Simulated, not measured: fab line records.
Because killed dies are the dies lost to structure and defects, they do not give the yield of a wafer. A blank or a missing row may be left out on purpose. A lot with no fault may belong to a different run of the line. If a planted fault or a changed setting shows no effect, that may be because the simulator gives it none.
Matching of chambers :: flow n5 finfet :: rie diel-05 running N5_BEOL_M4_STRIP_66: 4 sister chambers
The step strips in CF4. 7 wafers are shown with their chamber, then 8 later ones without.

WAFERS WITH THEIR CHAMBER
wafer: L078.6
chamber: 0
drypump motor current A (A): 5.1
throttle valve pct (%): 13.66

wafer: L085.4
chamber: 2
drypump motor current A (A): 5.1
throttle valve pct (%): 13.75

wafer: L085.5
chamber: 1
drypump motor current A (A): 6.0
throttle valve pct (%): 13.16

wafer: L083.2
chamber: 3
drypump motor current A (A): 5.7
throttle valve pct (%): 14.12

wafer: L083.5
chamber: 2
drypump motor current A (A): 5.2
throttle valve pct (%): 13.76

wafer: L083.6
chamber: 1
drypump motor current A (A): 6.0
throttle valve pct (%): 13.20

wafer: L086.3
chamber: 3
drypump motor current A (A): 5.7
throttle valve pct (%): 14.12

WAFERS WITHOUT THEIR CHAMBER
wafer: L086.4
drypump motor current A (A): 5.1
throttle valve pct (%): 13.76

wafer: L086.5
drypump motor current A (A): 5.7
throttle valve pct (%): 14.13

wafer: L089.2
drypump motor current A (A): 5.1
throttle valve pct (%): 13.80

wafer: L089.3
drypump motor current A (A): 5.1
throttle valve pct (%): 13.13

wafer: L089.6
drypump motor current A (A): 6.0
throttle valve pct (%): 13.23

wafer: L095.2
drypump motor current A (A): 5.1
throttle valve pct (%): 13.81

wafer: L095.5
drypump motor current A (A): 5.1
throttle valve pct (%): 13.81

wafer: L095.6
drypump motor current A (A): 5.7
throttle valve pct (%): 13.58

EACH ONE'S CHAMBER
wafer: L086.4
from the rows above: 2
in truth: 2

wafer: L086.5
from the rows above: 3
in truth: 3

wafer: L089.2
from the rows above: 2
in truth: 2

wafer: L089.3
from the rows above: 1
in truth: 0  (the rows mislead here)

wafer: L089.6
from the rows above: 1
in truth: 1

wafer: L095.2
from the rows above: 2
in truth: 2

wafer: L095.5
from the rows above: 2
in truth: 2

wafer: L095.6
from the rows above: can't be placed: 0 or 2
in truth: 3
Placed correctly: 6 of 8. From these rows, 1 cannot be placed; in 0 the true chamber is one of the candidates. 1 placed wrongly.
How it was worked out, from the rows above alone: a wafer's distance from a chamber is the root of the sum, over the readings, of the square of ((its reading less the chamber's mean) divided by the reading's scatter). If the next closest chamber is less than 2 further off than the closest, the wafer can't be placed; otherwise it belongs to the closest. The mean given for a chamber averages the wafers shown for that chamber. The scatter: take each reading less its chamber's mean, square it, sum over the shown wafers, divide by the number of wafers less the number of chambers, and take the root.
